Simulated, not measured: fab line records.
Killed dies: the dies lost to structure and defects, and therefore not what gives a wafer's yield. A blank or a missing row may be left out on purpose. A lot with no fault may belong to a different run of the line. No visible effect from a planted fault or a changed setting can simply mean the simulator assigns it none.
fab line records + flow n5Finfet
record
- lots=4
- wafers=12
- lastDay=18
route steps=1938 shown BEOL_M14@1729
lots that met no fault: taken from a fault-free run of the same line
startH: the number of hours between the record's first day and the start of the first shown wafer of the lot + waitH: how many hours have passed since the lot's step before this one + " repeats the value in the row above + L1.1+2: one row covering several wafers at once + - value missing, or start not given + * or withheld: withheld + < > ~ a bound
route shown NAME@n: a module of which the file shows steps, and the number in the route of the first + usual: average and standard deviation across the fault-free wafers + same: alike in all rows + chamber/n: place in a boat + sites: per-site readings + _std_site: the standard deviation of these + _edge_site: inner sites' mean taken away from outer sites' mean + radiusMm: for every site, how far away it sits from the centre of the wafer + mask NAME#n: copy n + behind: the most recent tool/chamber to have shaped the wafer + hold: what put the lot on hold/how long, in hours/how the hold closed + device: names the non-switching transistor (n, p or np) + end of line: at the end of the route, the tests of the same wafers + step lacking rows: just its recipe + killed: the dies lost at the first sort to structure and to defects; this is not the yield of the wafer + map: dies across one wafer; x = killed, . = not, _ = none there
set.NAME: the setting that was run; set.NAME@STEP: the one run at that earlier step + model.NAME: the simulator's own value behind a step, which no gauge read
lots at some steps of the route; a table a step, a row a wafer
services: from which hour (startH, from the record's first day; less than 0 if before it) a tool's chamber was out of use, for how many hours, and why
## steps
# step N5_BEOL_M14_DESCUM_15
# recipe
- chemistry=O2
- timeS=7.9
- sourcePowerW=50
- biasPowerW=20
- pressureMtorr=20
- rfFrequencyHz=2.712e+07
- tempC=40
- o2FlowSccm=225
# step N5_BEOL_M14_ETCH_59
# recipe
- chemistry=N2/H2
- target=BARC
- targetDepthA=890
- overetchA=267
- timeS=67.9
- ionEnergyEv=200
- pressureMtorr=30
- sourceW=840
- biasW=150
- n2FlowSccm=200
- h2FlowSccm=200
# step N5_BEOL_M14_VIA_ETCH_16
# recipe
- chemistry=C4F8/O2/Ar
- target=SiO2
- heInnerTorr=15
- heOuterTorr=30
- targetDepthA=12313
- timeS=withheld
- ionEnergyEv=800
- pressureMtorr=20
- sourceW=1905
- biasW=2040
- Ar_flow_sccm=400
- C4F8_flow_sccm=16
- O2_flow_sccm=12
- ends=cleared
# step N5_BEOL_M14_STRIP_63
# recipe
- chemistry=O2
- powerW=600
- tempC=60
- pressureMtorr=30
- rfFrequencyHz=6e+07
- biasPowerW=0
- overashFraction=0.3
- o2FlowSccm=225
# step N5_BEOL_M14_STRIP_64
# recipe
- chemistry=O2
- powerW=600
- tempC=60
- pressureMtorr=30
- rfFrequencyHz=6e+07
- biasPowerW=0
- overashFraction=0.3
- o2FlowSccm=225
# step N5_BEOL_M14_STRIP_71
# recipe
- chemistry=postEtchResidueRemover
- timeS=60
- tempC=25
- removerPh=withheld
- removerWaterWtPct=withheld
- removerFluorideWtPct=withheld
# step N5_BEOL_M14_SRD_72
# recipe
- timeS=30
- tempC=23
- rinseLiquid=diw
- dry=n2Spin
- spinRpm=1500
- dryTimeS=30
# step N5_BEOL_M14_COAT_65
# recipe
- resist=SOC
- tempC=250
- timeS=60
- spinRpm=1500
- resistThkNm=450
# step N5_BEOL_M14_COAT_66
# recipe
- resist=SiARC
- tempC=220
- timeS=60
- spinRpm=1500
- resistThkNm=110
# usual
- chillPlateTempC=23.03/0.1
- spinSpeedRpm=1500.1/0.93
| lot.wafer | tool          | chamber | startH | waitH | chillPlateTempC | spinSpeedRpm | model.SiARC_of_BEOL_M14_COAT_66.thkNm |
|-----------|---------------|---------|--------|-------|-----------------|--------------|---------------------------------------|
| L856.1    | lithoTrack-02 | 0       | 260.83 | -     | 23.03           | 1501.3       | 110.4                                 |
| L856.3    | "             | 0       | "      | "     | 23.01           | 1499.8       | 110.4                                 |
| L856.4    | "             | 0       | "      | "     | 23.05           | 1499.5       | 110.2                                 |
| L864.1    | lithoTrack-02 | 0       | 312.64 | -     | 23.01           | 1370.5       | 114.8                                 |
| L864.3    | "             | 0       | "      | "     | 23.02           | 1369.4       | 115.2                                 |
| L864.5    | "             | 0       | "      | "     | 23.13           | 1370.3       | 115.2                                 |
| L869.4    | lithoTrack-02 | 0       | 345.10 | -     | 23.00           | 1371.0       | 115                                   |
| L869.5    | "             | 0       | "      | "     | 22.96           | 1370.7       | 115                                   |
| L869.6    | "             | 0       | "      | "     | 23.01           | 1372.3       | 115.2                                 |
| L873.2    | lithoTrack-03 | 0       | 392.21 | -     | 23.09           | 1499.6       | 109.6                                 |
| L873.4    | "             | 0       | "      | "     | 23.14           | 1500.3       | 110                                   |
| L873.6    | "             | 0       | "      | "     | 22.96           | 1500.2       | 109.4                                 |
# step N5_BEOL_M14_COAT_22
# recipe
- spinRpm=2888
- resistThkNm=300
# step N5_BEOL_M14_EBR_24
# recipe
- solvent=PGMEA
- ebrWidthMm=1.5
# step N5_BEOL_M14_SOFTBAKE_23
# recipe
- tempC=130
- timeS=60
# step N5_BEOL_M14_EXPOSE_25
# recipe
- maskId=M14
- na=0.8
- sourceShape=annular
- sigmaInner=0.5
- sigmaOuter=0.8
- polarization=unpolarized
- targetCdNm=280
- doseMj=26.6
# step N5_BEOL_M14_PEB_26
# recipe
- pebTempC=130
- pebTimeS=90
# step N5_BEOL_M14_DEVELOP_27
# recipe
- developTimeS=45
- rinseLiquid=diw
- dry=airSpin
- devTempC=21
# step N5_BEOL_M14_HARDBAKE_32
# recipe
- tempC=130
- timeS=120
# step N5_BEOL_M14_DESCUM_33
# recipe
- chemistry=O2
- timeS=7.9
- sourcePowerW=50
- biasPowerW=20
- pressureMtorr=20
- rfFrequencyHz=2.712e+07
- tempC=40
- o2FlowSccm=225
# step N5_BEOL_M14_ETCH_67
# recipe
- chemistry=CF4
- target=SiARC
- targetDepthA=1430
- timeS=238.3
- ionEnergyEv=80
- pressureMtorr=40
- sourceW=545
- biasW=36
- Ar_flow_sccm=100
- cf4FlowSccm=100
- ends=cleared
# usual
- chamberPressureMTorr=40.00/0.038
- drypumpMotorCurrentA=5.6/0.46
- etchRfOnTimeS=235/5.7
- oesProductAu=0.69/0.07
- rfVppV=184.1/1.3
- showerheadPlenumPTorr=2.15/0.078
- throttleValvePct=15.58/0.26
| lot.wafer | tool       | chamber | startH | waitH | chamberPressureMTorr | drypumpMotorCurrentA | etchRfOnTimeS | oesProductAu | rfHoursCounterH | rfVppV | showerheadPlenumPTorr | throttleValvePct | model.etch.depthNm | model.coat_of_BEOL_M14_COAT_22.thkNm |
|-----------|------------|---------|--------|-------|----------------------|----------------------|---------------|--------------|-----------------|--------|-----------------------|------------------|--------------------|--------------------------------------|
| L856.1    | rieDiel-06 | 1       | 261.37 | 0.0   | 40.00                | 5.8                  | 247           | 0.63         | 169             | 182.7  | 2.06                  | 15.75            | 110.5              | 211.2                                |
| L856.3    | "          | 0       | "      | "     | 40.00                | 5.8                  | 231           | 0.75         | 60              | 186.0  | 2.27                  | 15.70            | 110.4              | 211.2                                |
| L856.4    | "          | 2       | "      | "     | 39.97                | 4.9                  | 232           | 0.83         | 11              | 183.9  | 2.11                  | 14.99            | 110.2              | 211.6                                |
| L864.1    | rieDiel-06 | 2       | 313.05 | 0.0   | 39.96                | 4.9                  | 243           | 0.79         | 27              | 183.5  | 2.10                  | 15.01            | 114.8              | 209.2                                |
| L864.3    | "          | 0       | "      | "     | 40.03                | 5.8                  | 243           | 0.73         | 75              | 186.5  | 2.27                  | 15.74            | 115.2              | 208.6                                |
| L864.5    | "          | 2       | "      | "     | 39.95                | 4.9                  | 244           | 0.80         | -               | 183.3  | 2.10                  | 15.02            | 115.1              | 208.4                                |
| L869.4    | rieDiel-04 | 0       | 345.51 | 0.0   | 39.99                | 4.8                  | 252           | 0.65         | 137             | 183.2  | 2.15                  | 15.50            | 115                | 209.4                                |
| L869.5    | "          | 3       | "      | "     | 40.01                | 5.8                  | 243           | 0.62         | -               | 183.7  | 2.04                  | 15.94            | 115                | 207.6                                |
| L869.6    | "          | 0       | "      | "     | 39.94                | 4.7                  | 252           | 0.65         | -               | 183.4  | 2.15                  | 15.50            | 115.2              | 207.4                                |
| L873.2    | rieDiel-05 | 2       | 392.92 | 0.0   | 40.04                | 5.2                  | 231           | 0.72         | 81              | 185.0  | 2.25                  | 15.33            | 109.7              | 212                                  |
| L873.4    | "          | 2       | "      | "     | 39.90                | 5.2                  | 230           | 0.73         | -               | 184.8  | 2.25                  | 15.33            | 109.9              | 212                                  |
| L873.6    | "          | 1       | "      | "     | 39.98                | 5.2                  | 232           | 0.72         | -               | 185.0  | 2.17                  | 15.67            | 109.5              | 211.6                                |
# step N5_BEOL_M14_ETCH_68
# recipe
- chemistry=N2/H2
- target=SOC
- maskMaterial=SiARC
- sourceW=3000
- biasW=350
- tempC=40
- timeS=450
- ionEnergyEv=200
- pressureMtorr=30
- n2FlowSccm=200
- h2FlowSccm=200
# usual
- chamberPressureMTorr=30.004/0.028
- drypumpMotorCurrentA=5.6/0.46
- n2FlowSccm=200.0/0.56
- oesProductAu=0.80/0.081
- rfVppV=524.1/2.8
- showerheadPlenumPTorr=2.55/0.097
- throttleValvePct=17.68/0.28
| lot.wafer | tool       | chamber | startH | waitH | chamberPressureMTorr | drypumpMotorCurrentA | n2FlowSccm | oesProductAu | rfHoursCounterH | rfVppV | showerheadPlenumPTorr | throttleValvePct | model.SiARC_of_BEOL_M14_COAT_66.thkNm |
|-----------|------------|---------|--------|-------|----------------------|----------------------|------------|--------------|-----------------|--------|-----------------------|------------------|---------------------------------------|
| L856.1    | rieDiel-06 | 1       | 261.52 | 0.1   | 29.973               | 5.8                  | 200.3      | 0.73         | 169             | 520.6  | 2.44                  | 17.85            | 66.6                                  |
| L856.3    | "          | 0       | "      | "     | 29.977               | 5.8                  | 199.4      | 0.86         | 60              | 528.1  | 2.70                  | 17.92            | 64.6                                  |
| L856.4    | "          | 2       | "      | "     | 29.984               | 4.9                  | 199.6      | 0.96         | 11              | 523.0  | 2.49                  | 17.16            | 65                                    |
| L864.1    | rieDiel-06 | 2       | 313.19 | 0.1   | 30.029               | 5.0                  | 201.1      | 0.94         | 28              | 523.3  | 2.49                  | 17.18            | 69.2                                  |
| L864.3    | "          | 0       | "      | "     | 29.985               | 5.8                  | 199.0      | 0.85         | 75              | 529.0  | 2.69                  | 17.93            | 69.6                                  |
| L864.5    | "          | 2       | "      | "     | 29.993               | 5.0                  | 201.7      | 0.94         | -               | 521.6  | 2.49                  | 17.19            | 69.4                                  |
| L869.4    | rieDiel-04 | 0       | 345.65 | 0.1   | 29.976               | 4.8                  | 200.7      | 0.77         | 138             | 522.8  | 2.53                  | 17.67            | 69.8                                  |
| L869.5    | "          | 3       | "      | "     | 30.015               | 5.8                  | 199.0      | 0.71         | -               | 518.9  | 2.40                  | 17.93            | 70.8                                  |
| L869.6    | "          | 0       | "      | "     | 30.008               | 4.8                  | 201.2      | 0.77         | -               | 523.1  | 2.53                  | 17.67            | 69.8                                  |
| L873.2    | rieDiel-05 | 2       | 393.06 | 0.1   | 29.990               | 5.2                  | 200.3      | 0.84         | 81              | 528.1  | 2.66                  | 17.23            | 64.6                                  |
| L873.4    | "          | 2       | "      | "     | 29.978               | 5.2                  | 200.3      | 0.84         | -               | 526.9  | 2.66                  | 17.26            | 64.8                                  |
| L873.6    | "          | 1       | "      | "     | 30.033               | 5.2                  | 199.8      | 0.84         | -               | 523.3  | 2.56                  | 17.74            | 63.6                                  |
# step N5_BEOL_M14_STRIP_69
# recipe
- chemistry=N2/H2
- tempC=40
- n2FlowSccm=200
- h2FlowSccm=200
- rfFrequencyHz=6e+07
## services
| tool       | chamber | startH | hours | kind                        |
|------------|---------|--------|-------|-----------------------------|
| rieDiel-05 | 3       | 240.19 | -     | clean                       |
| rieDiel-05 | 3       | 240.19 | -     | consumableReplace:focusRing |
| rieDiel-05 | 3       | 240.19 | 20.8  | scheduledDown               |
| rieDiel-05 | 3       | 240.19 | 20.8  | ventCycle                   |
| rieDiel-04 | -       | 246.59 | 4.3   | pm                          |
| rieDiel-04 | 3       | 270.27 | 1.4   | repair                      |
| rieDiel-05 | 1       | 276.52 | 6.8   | repair                      |
| rieDiel-05 | 2       | 314.84 | 9.9   | repair                      |
| rieDiel-04 | -       | 349.59 | 0.2   | repair                      |
| rieDiel-04 | 1       | 363.68 | 6.5   | repair                      |
| rieDiel-05 | 3       | 386.33 | 11.0  | repair                      |
| rieDiel-06 | 3       | 389.38 | 10.4  | repair                      |
## key
firstSign
- step=N5_BEOL_M14_COAT_66
- reading=spinSpeedRpm
- direction=down
- sigmas=99+
- usual=*
- struck=*
effect none on later readings
modelEffect
- step=N5_BEOL_M14_COAT_66
- value=SiARC_of_BEOL_M14_COAT_66.thkNm
- without=110
- struck=115.1
modelEffect
- step=N5_BEOL_M14_ETCH_67
- value=etch.depthNm
- without=110
- struck=115.1
modelEffect
- step=N5_BEOL_M14_ETCH_68
- value=SiARC_of_BEOL_M14_COAT_66.thkNm
- without=64.7
- struck=69.77
metAt N5_BEOL_M14_COAT_66
struckWafers L864.1,L864.3,L864.5,L869.4,L869.5,L869.6
onsetBetween 260.83 312.64
fault
- kind=processParameterDrift
- tool=lithoTrack-02
- chamber=-
- onsetH=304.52
- steps=N5_BEOL_M14_COAT_66
- channel=spinRpm
- offset=*
- shape=step
- endH=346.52
- actsIn=*
- stated=*
